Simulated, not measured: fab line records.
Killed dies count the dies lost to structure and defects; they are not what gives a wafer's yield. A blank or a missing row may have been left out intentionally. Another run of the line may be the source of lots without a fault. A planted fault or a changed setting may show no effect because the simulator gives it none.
fab line records -- flow nand_harc
record lots=12, wafers=36, last_day=33
route steps=1302 shown P_GATE@146 P_CONTACT@218 END@1302
lots that met no fault: from a run of the same line without faults
start_h: hours from the record's opening day to when the first of the lot's shown wafers began -- wait_h: time in hours since the lot's previous step -- " as in the row above -- L1.1+2: a row that stands for several wafers -- - either no value or no given start -- * or withheld: withheld -- < > ~ a bound
route shown NAME@n: names a module that has steps shown in the file, with the first one's number in the route -- usual: mean and standard deviation over wafers with no fault -- same: alike in all rows -- chamber/n: place in a boat -- sites: per-site readings -- _std_site: their standard deviation -- _edge_site: mean of outer sites minus mean of inner sites -- radius_mm: how far each site lies from the wafer's centre -- mask NAME#n: copy n -- behind: the last tool/chamber to shape the wafer -- hold: reason for holding the lot/hours on hold/outcome of the hold -- device: names the non-switching transistor (n, p or np) -- end of line: the tests these same wafers got at the end of their route -- step lacking rows: just its recipe -- killed: at the first sort, the dies lost to defects and structure; wafer yield is something else -- map: dies across one wafer; x = killed, . = not, _ = none there
set.NAME: setting as actually run; set.NAME@STEP: the setting as run at that earlier step -- model.NAME: the simulator's own value behind a step, which no gauge read
route steps across a sampled set of lots; one table per step, one row per wafer
services: the hour from which a tool's chamber was out of use, counted from the record's first day as start_h (under 0 if before that day), plus the number of hours and why
## steps
# step NHARC_P_GATE_HM_OPEN_105
# recipe target_depth_a=3600, o2_flow_sccm=400, cos_flow_sccm=20, ar_flow_sccm=0, rf_w=500, bias_w=300, chemistry=O2/COS
# usual bias_w=299.9/0.99, drypump_motor_current_A=5.7/0.39, oes_product_au=1.000/0.0073, rf_vpp_V=466/3.4, showerhead_plenum_p_Torr=3.09/0.16, throttle_valve_pct=28.331/0.0092
lot.wafer,tool,chamber,start_h,wait_h,bias_w,drypump_motor_current_A,oes_product_au,rf_hours_counter_h,rf_vpp_V,showerhead_plenum_p_Torr,throttle_valve_pct
L831.4,rie_diel-05,3,-,-,301.9,6.0,0.994,2.9,464,2.92,28.329
L831.3,rie_diel-05,0,-,-,299.9,5.1,0.999,2.7,473,3.31,28.342
L831.2,rie_diel-05,1,-,-,300.2,5.4,1.015,1.9,467,3.15,28.329
L833.3,rie_diel-03,0,-,-,298.3,6.3,1.007,0.7,464,2.95,28.350
L833.2,rie_diel-03,1,-,-,300.9,6.4,0.999,0.5,464,3.02,28.319
L833.6,rie_diel-03,3,-,-,299.7,5.3,1.011,-,465,3.05,28.318
L834.2,rie_diel-03,0,-,-,299.4,6.3,1.004,2.2,464,2.95,28.326
L834.1,rie_diel-03,2,-,-,300.8,5.6,1.000,2.3,464,2.95,28.342
L834.6,rie_diel-03,0,-,-,298.0,6.3,1.000,-,461,2.95,28.331
L835.4,rie_diel-06,1,-,-,300.3,5.8,0.999,1.1,473,3.34,28.329
L835.1,rie_diel-06,2,-,-,299.5,5.1,0.992,1.1,463,2.94,28.324
L835.5,rie_diel-06,0,-,-,302.3,5.5,0.993,-,463,2.94,28.336
L836.1,rie_diel-03,0,-,-,299.8,6.3,1.009,2.5,464,2.95,28.334
L836.4,rie_diel-03,1,-,-,299.2,6.5,1.006,2.0,465,3.02,28.326
L836.6,rie_diel-03,0,-,-,300.7,6.3,1.012,-,464,2.95,28.320
L840.1,rie_diel-06,1,-,-,299.3,5.8,1.001,4.8,472,3.34,28.348
L840.4,rie_diel-06,2,-,-,299.7,5.1,1.006,4.5,463,2.94,28.329
L840.5,rie_diel-06,0,-,-,300.4,5.5,1.006,-,463,2.94,28.323
L844.4,rie_diel-06,2,-,-,299.1,5.1,1.005,7.4,462,2.94,28.343
L844.6,rie_diel-06,3,-,-,300.6,6.0,0.998,-,468,3.20,28.322
L844.5,rie_diel-06,0,-,-,299.5,5.5,1.007,-,462,2.94,28.326
L846.3,rie_diel-06,3,-,-,300.6,6.0,0.986,6.5,471,3.20,28.327
L846.2,rie_diel-06,0,-,-,299.7,5.5,1.005,6.8,463,2.94,28.330
L846.5,rie_diel-06,3,-,-,298.9,6.0,0.986,-,467,3.20,28.311
L845.1,rie_diel-03,0,-,-,299.8,6.3,1.003,9.1,463,2.95,28.339
L845.4,rie_diel-03,3,-,-,298.3,5.3,0.999,9.5,465,3.04,28.338
L845.6,rie_diel-03,1,-,-,300.0,6.5,0.998,-,465,3.01,28.333
L848.3,rie_diel-06,1,-,-,302.8,5.8,1.015,9.0,471,3.33,28.329
L848.2,rie_diel-06,2,-,-,300.4,5.1,1.007,8.4,463,2.94,28.337
L848.1,rie_diel-06,0,-,-,301.4,5.5,1.007,7.5,465,2.94,28.332
L850.3,rie_diel-05,3,-,-,299.0,6.0,0.998,3.2,462,2.92,28.317
L850.5,rie_diel-05,1,-,-,300.2,5.4,1.005,-,468,3.15,28.336
L850.6,rie_diel-05,2,-,-,298.3,5.8,0.996,-,471,3.30,28.325
L852.3,rie_diel-05,2,-,-,300.5,5.8,1.011,4.0,471,3.30,28.327
L852.5,rie_diel-05,0,-,-,300.8,5.2,1.000,-,471,3.30,28.337
L852.6,rie_diel-05,1,-,-,299.4,5.4,1.007,-,468,3.15,28.338
# step NHARC_P_GATE_RTA_80
# recipe temp_c=300, time_s=30
# usual lamp_power_pct=2.18/0.038, lamp_zone_2_pct=2.18/0.038, lamp_zone_5_pct=2.18/0.038, wafer_temp_C_max=301.2/0.33
lot.wafer,tool,chamber,start_h,wait_h,lamp_power_pct,lamp_zone_2_pct,lamp_zone_5_pct,wafer_temp_C_max
L831.2,rtp_anneal-02,0,135.45,-,2.23,2.23,2.23,302.7
L831.3,rtp_anneal-02,0,135.45,-,2.23,2.23,2.23,301.4
L831.4,rtp_anneal-02,0,135.45,-,2.23,2.23,2.23,301.5
L833.2,rtp_anneal-02,0,153.38,-,2.23,2.23,2.23,302.0
L833.3,rtp_anneal-02,0,153.38,-,2.23,2.23,2.23,301.4
L833.6,rtp_anneal-02,0,153.38,-,2.23,2.23,2.23,301.3
L834.1,rtp_anneal-01,0,169.50,-,2.15,2.15,2.15,301.2
L834.2,rtp_anneal-01,0,169.50,-,2.15,2.15,2.15,301.4
L834.6,rtp_anneal-01,0,169.50,-,2.15,2.15,2.15,301.0
L835.1,rtp_anneal-01,0,179.05,-,2.15,2.15,2.15,301.3
L835.4,rtp_anneal-01,0,179.05,-,2.15,2.15,2.15,301.1
L835.5,rtp_anneal-01,0,179.05,-,2.15,2.15,2.15,300.9
L836.1,rtp_anneal-02,0,184.85,-,2.23,2.23,2.23,301.1
L836.4,rtp_anneal-02,0,184.85,-,2.23,2.23,2.23,301.7
L836.6,rtp_anneal-02,0,184.85,-,2.23,2.23,2.23,301.5
L840.1,rtp_anneal-01,0,224.27,-,2.15,2.15,2.15,300.7
L840.4,rtp_anneal-01,0,224.27,-,2.15,2.15,2.15,301.2
L840.5,rtp_anneal-01,0,224.27,-,2.15,2.15,2.15,301.4
L844.4,rtp_anneal-01,0,264.20,-,2.15,2.15,2.15,301.2
L844.5,rtp_anneal-01,0,264.20,-,2.15,2.15,2.15,300.8
L844.6,rtp_anneal-01,0,264.20,-,2.15,2.15,2.15,301.4
L846.2,rtp_anneal-02,0,280.85,-,2.23,2.23,2.23,301.2
L846.3,rtp_anneal-02,0,280.85,-,2.23,2.23,2.22,301.6
L846.5,rtp_anneal-02,0,280.85,-,2.23,2.23,2.23,301.2
L845.1,rtp_anneal-02,0,281.19,-,2.23,2.23,2.23,301.7
L845.4,rtp_anneal-02,0,281.19,-,2.23,2.23,2.23,301.4
L845.6,rtp_anneal-02,0,281.19,-,2.23,2.23,2.23,302.0
L848.1,rtp_anneal-02,0,302.45,-,2.23,2.23,2.23,301.1
L848.2,rtp_anneal-02,0,302.45,-,2.23,2.23,2.23,301.1
L848.3,rtp_anneal-02,0,302.45,-,2.23,2.23,2.23,301.4
L850.3,rtp_anneal-01,0,334.10,-,2.15,2.15,2.16,301.1
L850.5,rtp_anneal-01,0,334.10,-,2.16,2.16,2.16,300.8
L850.6,rtp_anneal-01,0,334.10,-,2.16,2.16,2.15,300.6
L852.3,rtp_anneal-01,0,345.29,-,2.15,2.16,2.15,300.8
L852.5,rtp_anneal-01,0,345.29,-,2.15,2.15,2.15,300.7
L852.6,rtp_anneal-01,0,345.29,-,2.16,2.15,2.15,301.0
# step NHARC_P_CONTACT_DEP_00
# recipe target_thk_a=5000, temp_c=400, pressure_torr=6.5, rf_w=900, teos_flow_sccm=161.4, flow_sccm=2650, target_thk_nm=500, gas=O2, material=SiO2
# usual chamber_pressure_Torr=6.499/0.013, flow_sccm=2649/7.6, heater_power_w=538/85, throttle_valve_pct=16.0/0.47
lot.wafer,tool,chamber,start_h,wait_h,chamber_pressure_Torr,flow_sccm,heater_power_w,throttle_valve_pct
L831.2,pecvd-04,1,136.39,-,6.507,2657,645,16.8
L831.3,pecvd-04,0,136.39,-,6.492,2652,564,16.2
L831.4,pecvd-04,1,136.39,-,6.491,2648,660,16.6
L833.2,pecvd-02,0,154.36,-,6.524,2652,521,15.8
L833.3,pecvd-02,1,154.36,-,6.476,2638,624,16.6
L833.6,pecvd-02,0,154.36,-,6.500,2648,566,15.6
L834.1,pecvd-03,0,170.46,-,-,-,-,-
L834.2,pecvd-03,1,170.46,-,-,-,-,-
L834.6,pecvd-03,1,170.46,-,-,-,-,-
L835.1,pecvd-02,0,180.05,-,-,-,-,-
L835.4,pecvd-02,2,180.05,-,-,-,-,-
L835.5,pecvd-02,1,180.05,-,-,-,-,-
L836.1,pecvd-02,2,185.85,-,-,-,-,-
L836.4,pecvd-02,1,185.85,-,-,-,-,-
L836.6,pecvd-02,0,185.85,-,-,-,-,-
L840.1,pecvd-03,1,225.31,-,6.509,2666,524,15.1
L840.5,pecvd-03,0,225.31,-,6.507,2660,510,16.0
L840.4,pecvd-03,1,225.31,-,6.478,2661,531,15.5
L844.5,pecvd-03,0,265.20,-,6.480,2646,470,16.0
L844.6,pecvd-03,1,265.20,-,6.499,2647,569,15.3
L844.4,pecvd-03,2,265.20,-,6.522,2654,505,16.0
L846.2,pecvd-02,1,281.78,-,6.505,2650,524,16.1
L846.3,pecvd-02,0,281.78,-,6.516,2658,643,15.3
L846.5,pecvd-02,1,281.78,-,6.515,2639,545,15.8
L845.1,pecvd-02,0,282.31,-,6.508,2640,632,15.4
L845.6,pecvd-02,2,282.31,-,6.507,2651,459,16.0
L845.4,pecvd-02,0,282.31,-,6.495,2646,665,15.6
L848.3,pecvd-03,2,303.42,0.2,6.483,2659,522,16.3
L848.2,pecvd-03,0,303.42,0.2,6.507,2641,479,16.4
L848.1,pecvd-03,1,303.42,0.2,6.496,2651,499,15.4
L850.3,pecvd-02,1,335.00,-,6.503,2653,530,16.0
L850.5,pecvd-02,1,335.00,-,6.484,2643,548,16.1
L850.6,pecvd-02,2,335.00,-,6.503,2647,433,15.9
L852.3,pecvd-04,2,346.23,-,6.511,2652,612,15.5
L852.5,pecvd-04,1,346.23,-,6.506,2646,642,16.3
L852.6,pecvd-04,0,346.23,-,6.483,2658,489,16.2
# step NHARC_P_CONTACT_ETCH_31
# recipe target_depth_a=300, time_s=85.7, ion_energy_ev=120, over_etch_frac=1, ch3f_flow_sccm=50, o2_flow_sccm=30, ar_flow_sccm=200, rf_w=500, bias_w=100, chemistry=CH3F/O2
# usual bias_w=100.0/0.31, drypump_motor_current_A=5.8/0.48, oes_product_au=0.979/0.013, rf_vpp_V=245.1/1.4, showerhead_plenum_p_Torr=2.51/0.09, throttle_valve_pct=20.661/0.0095
lot.wafer,tool,chamber,start_h,wait_h,bias_w,drypump_motor_current_A,oes_product_au,rf_hours_counter_h,rf_vpp_V,showerhead_plenum_p_Torr,throttle_valve_pct
L831.3,rie_diel-02,3,-,-,99.7,4.9,0.988,3.5,246.1,2.57,20.657
L831.2,rie_diel-02,0,-,-,100.2,5.7,0.994,3.5,245.6,2.47,20.654
L831.4,rie_diel-02,1,-,-,100.5,5.4,0.982,3.6,246.7,2.63,20.664
L833.3,rie_diel-11,0,-,-,99.9,6.0,0.964,2.0,245.3,2.53,20.656
L833.2,rie_diel-11,1,-,-,100.0,5.7,0.988,2.1,244.6,2.41,20.658
L833.6,rie_diel-11,3,-,-,99.5,5.5,0.994,-,244.1,2.49,20.652
L834.2,rie_diel-11,0,-,-,100.1,6.0,0.969,2.7,245.8,2.53,20.644
L834.1,rie_diel-11,3,-,-,100.0,5.6,0.987,3.1,246.0,2.49,20.667
L834.6,rie_diel-11,3,-,-,100.2,5.6,0.983,-,243.6,2.49,20.662
L835.1,rie_diel-11,2,-,-,100.0,6.5,0.993,3.1,242.5,2.31,20.667
L835.4,rie_diel-11,0,-,-,100.0,6.0,0.987,3.2,245.2,2.53,20.672
L835.5,rie_diel-11,2,-,-,99.5,6.5,0.995,-,241.8,2.31,20.667
L836.4,rie_diel-02,0,-,-,100.0,5.8,0.979,6.2,243.8,2.47,20.665
L836.1,rie_diel-02,1,-,-,99.6,5.4,0.985,6.3,246.2,2.63,20.672
L836.6,rie_diel-02,3,-,-,100.1,5.0,0.987,-,245.1,2.56,20.672
L840.1,rie_diel-13,3,-,-,100.9,6.3,0.975,2.0,245.6,2.56,20.653
L840.4,rie_diel-13,0,-,-,100.1,6.5,0.981,1.9,245.5,2.51,20.661
L840.5,rie_diel-13,2,-,-,100.2,5.1,0.983,-,244.4,2.45,20.667
L844.4,rie_diel-02,2,-,-,99.4,5.8,0.987,2.0,247.6,2.64,20.642
L844.6,rie_diel-02,0,-,-,100.0,5.8,0.979,-,245.2,2.47,20.662
L844.5,rie_diel-02,1,-,-,100.6,5.4,0.968,-,245.9,2.63,20.638
L846.2,rie_diel-11,1,-,-,100.0,5.7,0.979,1.0,243.7,2.41,20.650
L846.3,rie_diel-11,0,-,-,100.0,6.0,0.986,0.9,244.3,2.53,20.665
L846.5,rie_diel-11,2,-,-,100.0,6.6,0.978,-,242.2,2.30,20.677
L845.4,rie_diel-02,3,-,-,100.7,5.0,0.981,4.1,244.6,2.56,20.666
L845.1,rie_diel-02,2,-,-,99.8,5.8,1.001,3.8,245.4,2.64,20.657
L845.6,rie_diel-02,0,-,-,100.2,5.8,0.982,-,245.3,2.47,20.669
L848.3,rie_diel-02,3,-,-,99.7,4.9,0.966,4.7,244.8,2.56,20.677
L848.1,rie_diel-02,0,-,-,100.2,5.8,0.967,3.6,244.8,2.47,20.673
L848.2,rie_diel-02,1,-,-,99.7,5.4,0.986,4.1,247.4,2.63,20.663
L850.3,rie_diel-11,2,-,-,100.0,6.6,0.980,2.3,242.8,2.30,20.659
L850.6,rie_diel-11,3,-,-,100.4,5.6,0.993,-,244.6,2.48,20.660
L850.5,rie_diel-11,0,-,-,100.2,6.0,0.995,-,246.3,2.53,20.663
L852.3,rie_diel-11,3,-,-,99.8,5.6,0.997,2.3,245.4,2.48,20.675
L852.5,rie_diel-11,3,-,-,100.2,5.5,0.997,-,244.8,2.48,20.662
L852.6,rie_diel-11,0,-,-,99.5,6.0,0.946,-,245.8,2.53,20.682
# step NHARC_END_SORT_01
# recipe temp_c=25
# usual killed_at_array=52/20, killed_at_other=1.0/1.3, killed_at_periphery=3.7/2.2, killed_dies=57/20, killed_open=3.2/1.6, killed_short=2.4/1.6
# same gross_dies=677
lot.wafer,tool,chamber,start_h,wait_h,killed_at_array,killed_at_other,killed_at_periphery,killed_dies,killed_open,killed_short
L834.1,prober-02,0,624.40,2.5,69,0,608,677,3,2
L834.2,prober-02,0,625.19,2.8,59,1,617,677,1,2
L834.6,prober-02,0,628.35,3.9,75,0,602,677,3,1
L835.1,prober-01,0,632.63,2.5,101,1,575,677,4,1
L835.4,prober-01,0,635.00,3.4,80,0,597,677,2,1
L835.5,prober-01,0,635.80,3.7,70,0,607,677,5,0
L836.1,prober-02,0,632.64,2.5,23,4,650,677,3,0
L836.4,prober-02,0,635.08,3.4,20,0,657,677,5,4
L836.6,prober-02,0,636.70,4.1,28,1,648,677,5,1
# killed by level:class
L834.1 P_CONTACT:area_dep=603 A_CHANNEL_HOLE_D2:chamber_film_flake=27 A_SLIT:chamber_film_flake=26 A_CONTACT:chamber_film_flake=5 A_CHANNEL_HOLE_D1:chamber_film_flake=4 P_M0:geometric_particle:open=2 P_ZERO_WELL:chamber_film_flake=2 A_STAIRCASE:chamber_film_flake=2
L834.2 P_CONTACT:area_dep=614 A_SLIT:chamber_film_flake=27 A_CHANNEL_HOLE_D2:chamber_film_flake=18 A_STAIRCASE:chamber_film_flake=5 A_CONTACT:chamber_film_flake=3 P_GATE:chamber_film_flake=2 A_WL_FILL:chamber_film_flake=2 A_CHANNEL_HOLE_D2:geometric_particle:short=1
L834.6 P_CONTACT:area_dep=602 A_CHANNEL_HOLE_D2:chamber_film_flake=30 A_SLIT:chamber_film_flake=30 A_CHANNEL_HOLE_D1:chamber_film_flake=5 A_WL_FILL:chamber_film_flake=2 A_ONON_D1:geometric_particle:open=1 A_CHANNEL_HOLE_D2:geometric_particle:open=1 A_CHANNEL_FILL_D2:geometric_particle:short=1
L835.1 P_CONTACT:area_dep=572 A_CHANNEL_HOLE_D1:chamber_film_flake=30 A_CHANNEL_HOLE_D2:chamber_film_flake=28 A_SLIT:chamber_film_flake=24 A_STAIRCASE:chamber_film_flake=6 A_DECK1_JOINT:chamber_film_flake=4 A_WL_FILL:chamber_film_flake=2 A_CONTACT:chamber_film_flake=2
L836.1 P_CONTACT:area_dep=647 A_CHANNEL_HOLE_D2:chamber_film_flake=11 A_CHANNEL_HOLE_D1:chamber_film_flake=4 THIN_TSV:chamber_film_flake=4 A_STAIRCASE:chamber_film_flake=2 A_M0:chamber_film_flake=2 P_CONTACT:geometric_particle:open=1 A_ONON_D1:geometric_particle:open=1
L835.4 P_CONTACT:area_dep=592 A_SLIT:chamber_film_flake=27 A_CHANNEL_HOLE_D2:chamber_film_flake=27 A_CHANNEL_HOLE_D1:chamber_film_flake=12 A_CONTACT:chamber_film_flake=6 P_ZERO_WELL:chamber_film_flake=3 A_WL_FILL:chamber_film_flake=2 A_ONON_D2:geometric_particle:open=1
L836.4 P_CONTACT:area_dep=652 A_CHANNEL_HOLE_D2:chamber_film_flake=5 A_CHANNEL_HOLE_D1:chamber_film_flake=3 A_STAIRCASE:chamber_film_flake=3 A_M0:chamber_film_flake=3 P_CONTACT:geometric_particle:open=2 P_M1:geometric_particle:open=2 P_M0:geometric_particle:open=1
L835.5 P_CONTACT:area_dep=603 A_CHANNEL_HOLE_D1:chamber_film_flake=23 A_SLIT:chamber_film_flake=20 A_CHANNEL_HOLE_D2:chamber_film_flake=13 A_CONTACT:chamber_film_flake=5 P_ZERO_WELL:chamber_film_flake=2 A_STAIRCASE:chamber_film_flake=2 A_CHANNEL_FILL_D1:geometric_particle:open=1
L836.6 P_CONTACT:area_dep=647 A_CHANNEL_HOLE_D2:chamber_film_flake=7 A_CHANNEL_HOLE_D1:chamber_film_flake=6 A_STAIRCASE:chamber_film_flake=4 A_CONTACT:geometric_particle:open=2 A_CHANNEL_FILL_D1:chamber_film_flake=2 A_CONTACT:chamber_film_flake=2 A_M0:chamber_film_flake=2
## services
tool,chamber,start_h,hours,kind
rie_diel-11,0,103.01,3.3,repair
rie_diel-03,-,104.30,9.0,pm
rie_diel-06,-,106.03,1.4,repair
rie_diel-06,0,111.05,8.2,repair
rie_diel-06,-,130.26,9.0,pm
rie_diel-11,1,145.07,3.9,repair
rie_diel-11,2,168.36,9.0,repair
rie_diel-06,0,183.10,6.7,repair
rie_diel-11,-,183.15,0.2,repair
rie_diel-11,0,198.86,5.5,repair
rie_diel-11,3,212.60,7.5,repair
rie_diel-02,-,216.70,9.0,pm
pecvd-02,-,218.20,0.9,repair
pecvd-02,-,227.00,13.0,pm
rie_diel-02,0,237.48,11.0,repair
rie_diel-06,2,250.17,1.4,repair
rie_diel-11,-,255.50,9.0,pm
rie_diel-11,3,281.37,5.1,repair
pecvd-02,1,299.59,17.3,repair
rie_diel-06,-,307.26,9.0,pm
pecvd-02,-,325.61,0.9,repair
rie_diel-11,0,338.21,6.9,repair
rie_diel-02,1,344.01,10.1,repair
pecvd-02,0,348.26,13.9,repair
## key
first_sign step=NHARC_P_CONTACT_DEP_00, reading=tool_record, direction=missing
effect step=NHARC_END_SORT_01, reading=killed_at_periphery, direction=up, sigmas=99+, usual=3.7, struck=617.9
more_kills_born_at NHARC_P_CONTACT_DEP_00@pecvd-02=3713, NHARC_P_CONTACT_DEP_00@pecvd-03=1819
met_at NHARC_P_CONTACT_DEP_00
struck_lots L834,L835,L836
later_rows_left_out L834.1,L834.2,L834.6,L835.1,L835.4,L835.5,L836.1,L836.4,L836.6
tester_left_out L834,L835,L836
not_acting_at NHARC_P_GATE_HM_OPEN_105,NHARC_P_GATE_RTA_80,NHARC_P_CONTACT_ETCH_31
onset_between 154.36 170.46
fault kind=skipped_step_whole, tool=pecvd-02,pecvd-03, chamber=-, onset_h=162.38, steps=NHARC_P_CONTACT_DEP_00, scope=struck_lots_only
# tester_left_out: of these lots the tester's yield and bins aren't shown, on N5 and GAA mostly nor the transistor test; their killed dies are dies lost to structure and defects alone, not to doping, threshold or leakage, so they don't give the yield
# later_rows_left_out: the simulator's readings of these wafers behind a module that went badly wrong aren't trusted and aren't shown, but for the sort
